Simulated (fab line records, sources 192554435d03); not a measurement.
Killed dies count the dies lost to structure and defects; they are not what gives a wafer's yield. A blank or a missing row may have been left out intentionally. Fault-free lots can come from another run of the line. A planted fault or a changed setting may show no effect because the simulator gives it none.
Which tool is to blame? + flow n5 finfet + 22 wafers from 8 lots sampled at 7 of the route's 1938 steps

WHAT EACH GAUGE READ, for each wafer
N5_MOL_CONTACT_COAG_OVL_MEAS_85. Usual: VG_OVL typically reads -0.4 nm, with standard deviation 0.65.
| lot  | measured     | on         | VG_OVL (nm)    | flag |
|------|--------------|------------|----------------|------|
| L528 | day 5 07:14  | overlay-01 | -0.9 -1.2 -0.5 |      |
| L531 | day 5 19:00  | overlay-02 | -0.4 0.0 -0.3  |      |
| L537 | day 7 08:13  | overlay-01 | 0.2 0.2 0.5    |      |
| L538 | day 7 22:18  | overlay-01 | -0.3 -1.2      |      |
| L542 | day 8 15:20  | overlay-02 | -0.5 -0.4      |      |
| L544 | day 9 02:19  | overlay-01 | -1.1 -0.1 -0.2 |      |
| L548 | day 10 05:42 | overlay-01 | -0.8 -0.5 -1.0 |      |
| L550 | day 10 12:47 | overlay-01 | -0.4 0.1 -0.4  |      |

N5_MOL_CONTACT_COAG_THK_MEAS_53. Usual: VIA_MOL_THK typically reads 43.9 nm, with standard deviation 0.56.
| lot  | measured     | on            | VIA_MOL_THK (nm) | flag |
|------|--------------|---------------|------------------|------|
| L528 | day 5 10:46  | film metro-01 | 43.9 43.6 45.2   |      |
| L531 | day 5 22:11  | film metro-01 | 42.7 43.4 44.0   |      |
| L537 | day 7 11:20  | film metro-01 | 44.0 44.9 43.2   |      |
| L538 | day 8 02:19  | film metro-02 | 16.5 17.2        | OFF  |
| L542 | day 8 18:30  | film metro-02 | 16.3 44.0        | OFF  |
| L544 | day 9 05:22  | film metro-02 | 42.9 44.4 44.4   |      |
| L548 | day 10 09:00 | film metro-02 | 44.3 45.1 45.0   |      |
| L550 | day 10 16:49 | film metro-02 | 42.9 44.4 43.8   |      |

N5_BEOL_M4_RC_MEAS_101. Usual: DIBL_N 36.4 mV/V, standard deviation 1.2; DIBL_P 36.1 mV/V, standard deviation 1.6; IOFF_N 0.156 nA/um, standard deviation 0.024; IOFF_P 0.21 nA/um, standard deviation 0.031; ION_N 674 uA/um, standard deviation 11; ION_P 463 uA/um, standard deviation 6.9; SS_N 71.5 mV/dec, standard deviation 0.5; SS_P 73.2 mV/dec, standard deviation 0.55; VT_N 250.0 mV, standard deviation 2.9; VT_P -250 mV, standard deviation 3.6.
| lot  | measured     | on        | DIBL_N (mV/V)  | DIBL_P (mV/V)  | IOFF_N (nA/um)    | IOFF_P (nA/um) | ION_N (uA/um) | ION_P (uA/um) | SS_N (mV/dec)  | SS_P (mV/dec)  | VT_N (mV)         | VT_P (mV)      | flag |
|------|--------------|-----------|----------------|----------------|-------------------|----------------|---------------|---------------|----------------|----------------|-------------------|----------------|------|
| L528 | day 7 22:36  | prober-02 | 37.7 35.5 36.2 | 38.4 36.8 37.6 | 0.178 0.155 0.157 | 0.22 0.20 0.20 | 671 675 679   | 462 464 464   | 72.2 71.2 70.8 | 73.5 72.9 72.7 | 250.2 251.4 250.2 | -250 -251 -252 |      |
| L531 | day 8 06:26  | prober-02 | 35.5 35.4 37.9 | 36.6 36.2 39.3 | 0.160 0.146 0.207 | 0.20 0.18 0.24 | 675 661 679   | 456 450 463   | 71.5 71.3 71.7 | 73.7 73.5 75.0 | 248.2 250.2 244.5 | -252 -257 -249 |      |
| L537 | day 10 06:21 | prober-02 | 39.1 37.1 38.8 | 38.8 35.5 38.1 | 0.219 0.158 0.207 | 0.26 0.21 0.25 | 698 676 698   | 476 466 471   | 72.2 71.5 71.7 | 73.5 73.5 73.9 | 243.5 249.8 244.3 | -246 -249 -246 |      |
| L538 | day 10 10:08 | prober-02 | 36.3 36.1      | 35.8 35.7      | 0.159 0.152       | 0.21 0.21      | 687 668       | 467 458       | 71.9 70.8      | 73.7 73.5      | 249.2 249.3       | -251 -250      |      |
| L542 | day 11 04:04 | prober-02 | 35.8 34.6      | 34.9 33.3      | 0.151 0.127       | 0.18 0.17      | 684 665       | 460 452       | 71.6 71.5      | 73.0 73.3      | 249.4 253.1       | -254 -257      |      |
| L544 | day 11 15:52 | prober-01 | 36.6 37.2 35.9 | 34.7 35.6 34.3 | 0.131 0.152 0.130 | 0.19 0.19 0.17 | 657 670 664   | 461 458 460   | 71.2 71.5 71.3 | 73.2 73.2 73.3 | 252.3 250.9 251.3 | -251 -251 -252 |      |
| L548 | day 12 20:18 | prober-02 | 34.0 34.5 34.4 | 34.0 35.2 33.8 | 0.129 0.134 0.120 | 0.18 0.20 0.18 | 667 670 660   | 467 467 459   | 71.0 71.1 70.2 | 73.1 72.5 72.6 | 252.9 249.4 251.6 | -249 -250 -250 |      |
| L550 | day 14 02:38 | prober-02 | 37.1 36.2 36.1 | 37.7 36.1 36.2 | 0.179 0.154 0.154 | 0.23 0.20 0.20 | 668 657 670   | 464 455 460   | 71.8 71.2 71.6 | 74.1 73.4 73.5 | 247.6 252.0 250.1 | -249 -253 -253 |      |

TOOL THAT RAN EACH LOT (tool first, then ch and the chambers of the sampled wafers, then the start)
| lot  | N5_MOL_CONTACT_COAG_PECVD_31    | N5_MOL_CONTACT_COAG_ETCHBACK_132   | N5_MOL_CONTACT_COAG_VIA_ETCH_46    | N5_MOL_CONTACT_COAG_ETCH_47        |
|------|---------------------------------|------------------------------------|------------------------------------|------------------------------------|
| L528 | pecvd-04 ch 0,2, day 5 06:52    | rie diel-02 ch 0,1, day 5 07:56    | rie diel-02 ch 0,1, day 5 08:05    | rie diel-02 ch 0,1, day 5 08:12    |
| L531 | pecvd-04 ch 0,2, day 5 18:38    | rie diel-01 ch 0,1,2, day 5 19:24  | rie diel-01 ch 0,1,2, day 5 19:34  | rie diel-01 ch 0,1,2, day 5 19:40  |
| L537 | pecvd-04 ch 0,1, day 7 07:50    | rie diel-01 ch 1,2, day 7 08:40    | rie diel-01 ch 1,2, day 7 08:49    | rie diel-01 ch 1,2, day 7 08:55    |
| L538 | pecvd-04 ch 0,2, day 7 21:55    | rie diel-03 ch 2,3, day 7 22:56    | rie diel-03 ch 2,3, day 7 23:05    | rie diel-03 ch 2,3, day 7 23:12    |
| L542 | pecvd-04 ch 1, day 8 14:57      | rie diel-02 ch 0,3, day 8 15:52    | rie diel-02 ch 0,3, day 8 16:01    | rie diel-02 ch 0,3, day 8 16:08    |
| L544 | pecvd-03 ch 0,2, day 9 01:56    | rie diel-01 ch 1,2,3, day 9 02:42  | rie diel-01 ch 1,2,3, day 9 02:52  | rie diel-01 ch 1,2,3, day 9 02:58  |
| L548 | pecvd-01 ch 1, day 10 05:19     | rie diel-01 ch 0,1, day 10 06:28   | rie diel-01 ch 0,1, day 10 06:37   | rie diel-01 ch 0,1, day 10 06:43   |
| L550 | pecvd-03 ch 0,1,2, day 10 12:25 | rie diel-02 ch 0,2,3, day 10 13:46 | rie diel-02 ch 0,2,3, day 10 13:56 | rie diel-02 ch 0,2,3, day 10 14:02 |
- N5_MOL_CONTACT_COAG_PECVD_31: deposits SiO2 from TEOS/O2, target thk 46 nm, time 8.9 s.
- N5_MOL_CONTACT_COAG_ETCHBACK_132: etches SiO2 in CHF3, target depth 10 nm, time 6.7 s.
- N5_MOL_CONTACT_COAG_VIA_ETCH_46: etches SiO2 in C4F6/O2, target depth 46 nm, overetch 9.2 nm, time 40 s.
- N5_MOL_CONTACT_COAG_ETCH_47: etches SiNx in CH3F/O2, stops on W, target depth 27 nm.

WHAT THE TOOLS THEMSELVES READ (means of the sampled wafers that have a number; where no wafer has one, the mark that the record gives instead)
N5_MOL_CONTACT_COAG_ETCHBACK_132. Usual: drypump motor current A 5.8 A, standard deviation 0.45; oes product au 0.80 a.u., standard deviation 0.093; rf fwd power W 603.0 W, standard deviation 2.6; rf vpp V 522 V, standard deviation 5.4; showerhead plenum p Torr 2.38 Torr, standard deviation 0.075; throttle valve pct 18.58 %, standard deviation 0.24.
| lot  | tool        | drypump motor current A (A) | oes product au (a.u.) | rf fwd power W (W) | rf vpp V (V) | showerhead plenum p Torr (Torr) | throttle valve pct (%) | flag |
|------|-------------|-----------------------------|-----------------------|--------------------|--------------|---------------------------------|------------------------|------|
| L528 | rie diel-02 | 5.0                         | 0.75                  | 601.8              | 522          | 2.32                            | 18.50                  |      |
| L531 | rie diel-01 | 5.9                         | 0.80                  | 600.5              | 516          | 2.38                            | 18.46                  |      |
| L537 | rie diel-01 | 5.7                         | 0.82                  | 601.4              | 514          | 2.36                            | 18.45                  |      |
| L538 | rie diel-03 | 6.3                         | 0.72                  | 603.8              | 524          | 2.31                            | 18.87                  |      |
| L542 | rie diel-02 | 5.7                         | 0.79                  | 602.1              | 525          | 2.41                            | 18.55                  |      |
| L544 | rie diel-01 | 5.9                         | 0.82                  | 600.1              | 518          | 2.40                            | 18.44                  |      |
| L548 | rie diel-01 | 6.1                         | 0.90                  | 602.0              | 517          | 2.39                            | 18.29                  |      |
| L550 | rie diel-02 | 5.7                         | 0.82                  | 603.4              | 523          | 2.41                            | 18.68                  |      |

N5_MOL_CONTACT_COAG_VIA_ETCH_46. Usual: drypump motor current A is 5.8 A with standard deviation 0.45, oes_o_777_au is 0.80 a.u. with standard deviation 0.09, oes product au is 0.72 a.u. with standard deviation 0.081, rf fwd power W is 322.9 W with standard deviation 1, rf vpp V is 1581 V with standard deviation 15, showerhead plenum p Torr is 2.84 Torr with standard deviation 0.09, and throttle valve pct is 40.71 % with standard deviation 0.25.
| lot  | tool        | drypump motor current A (A) | oes_o_777_au (a.u.) | oes product au (a.u.) | rf fwd power W (W) | rf vpp V (V) | showerhead plenum p Torr (Torr) | throttle valve pct (%) | flag |
|------|-------------|-----------------------------|---------------------|-----------------------|--------------------|--------------|---------------------------------|------------------------|------|
| L528 | rie diel-02 | 5.0                         | 0.74                | 0.67                  | 324.0              | 1581         | 2.77                            | 40.74                  |      |
| L531 | rie diel-01 | 5.9                         | 0.80                | 0.71                  | 322.2              | 1563         | 2.84                            | 40.56                  |      |
| L537 | rie diel-01 | 5.7                         | 0.81                | 0.72                  | 322.2              | 1558         | 2.82                            | 40.57                  |      |
| L538 | rie diel-03 | 6.3                         | 0.72                | 0.42                  | 322.3              | 1588         | 2.76                            | 40.70                  | OFF  |
| L542 | rie diel-02 | 5.7                         | 0.79                | 0.59                  | 323.3              | 1589         | 2.87                            | 40.65                  |      |
| L544 | rie diel-01 | 5.9                         | 0.82                | 0.74                  | 323.0              | 1573         | 2.87                            | 40.62                  |      |
| L548 | rie diel-01 | 6.1                         | 0.89                | 0.80                  | 322.7              | 1567         | 2.86                            | 40.49                  |      |
| L550 | rie diel-02 | 5.6                         | 0.82                | 0.73                  | 322.7              | 1583         | 2.87                            | 40.89                  |      |

N5_MOL_CONTACT_COAG_ETCH_47. Usual: drypump motor current A 5.8 A, standard deviation 0.45; etch rf on time s 31.0 s, standard deviation 0.36; oes_o_777_au 0.80 a.u., standard deviation 0.089; oes product au 0.72 a.u., standard deviation 0.084; rf fwd power W 386.5 W, standard deviation 1.7; rf vpp V 296.1 V, standard deviation 2.9; showerhead plenum p Torr 2.00 Torr, standard deviation 0.066; throttle valve pct 16.21 %, standard deviation 0.23.
| lot  | tool        | drypump motor current A (A) | etch rf on time s (s) | oes_o_777_au (a.u.) | oes product au (a.u.) | rf fwd power W (W) | rf vpp V (V) | showerhead plenum p Torr (Torr) | throttle valve pct (%) | flag |
|------|-------------|-----------------------------|-----------------------|---------------------|-----------------------|--------------------|--------------|---------------------------------|------------------------|------|
| L528 | rie diel-02 | 5.0                         | 30.9                  | 0.75                | 0.67                  | 387.3              | 296.0        | 1.94                            | 16.14                  |      |
| L531 | rie diel-01 | 5.9                         | 30.9                  | 0.80                | 0.72                  | 384.8              | 293.2        | 2.00                            | 16.11                  |      |
| L537 | rie diel-01 | 5.7                         | 31.0                  | 0.81                | 0.73                  | 385.3              | 291.8        | 1.98                            | 16.07                  |      |
| L538 | rie diel-03 | 6.3                         | 31.3                  | 0.71                | 0.63                  | 386.8              | 297.4        | 1.94                            | 16.48                  |      |
| L542 | rie diel-02 | 5.8                         | 31.0                  | 0.79                | 0.71                  | 387.2              | 296.6        | 2.02                            | 16.16                  |      |
| L544 | rie diel-01 | 5.9                         | 30.6                  | 0.82                | 0.74                  | 384.7              | 295.2        | 2.02                            | 16.08                  |      |
| L548 | rie diel-01 | 6.1                         | 30.5                  | 0.89                | 0.80                  | 384.9              | 293.0        | 2.01                            | 15.92                  |      |
| L550 | rie diel-02 | 5.6                         | 31.2                  | 0.82                | 0.73                  | 387.0              | 296.7        | 2.02                            | 16.30                  |      |

THE ANSWER, worked out from the rows above alone
Rule: take the mean of a lot's wafers that have a number; if it is more than 3 standard deviations from the usual mean, the lot is off. Also off: a lot with no number at a reading for which 4 or more lots have one. Where the step has rows for the other lots, those lots are counted as sound. First the gauges in route order, then the tools' own readings, where a lot's mean is used as printed above. At the first step where some lot is off, the reading lying furthest off is the one used; lots without a number count as furthest.
Off: L538, L542, seen at N5_MOL_CONTACT_COAG_THK_MEAS_53 (VIA_MOL_THK).
If a tool, at a process step before that reading, ran all the lots that are off and no sound lot after the first of them, it fits. Those tools and the gauges at N5_MOL_CONTACT_COAG_THK_MEAS_53 are tried in the same way. One candidate fits, namely pecvd-04 at N5_MOL_CONTACT_COAG_PECVD_31. A fault onset in the window from L537 (day 7 07:50, its last sound lot) to L538 (day 7 21:55, its first lot off) fits.

WHAT THE SIMULATOR HAD INSERTED
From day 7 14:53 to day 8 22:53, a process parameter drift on pecvd-04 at N5_MOL_CONTACT_COAG_PECVD_31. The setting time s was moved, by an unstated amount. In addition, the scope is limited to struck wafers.
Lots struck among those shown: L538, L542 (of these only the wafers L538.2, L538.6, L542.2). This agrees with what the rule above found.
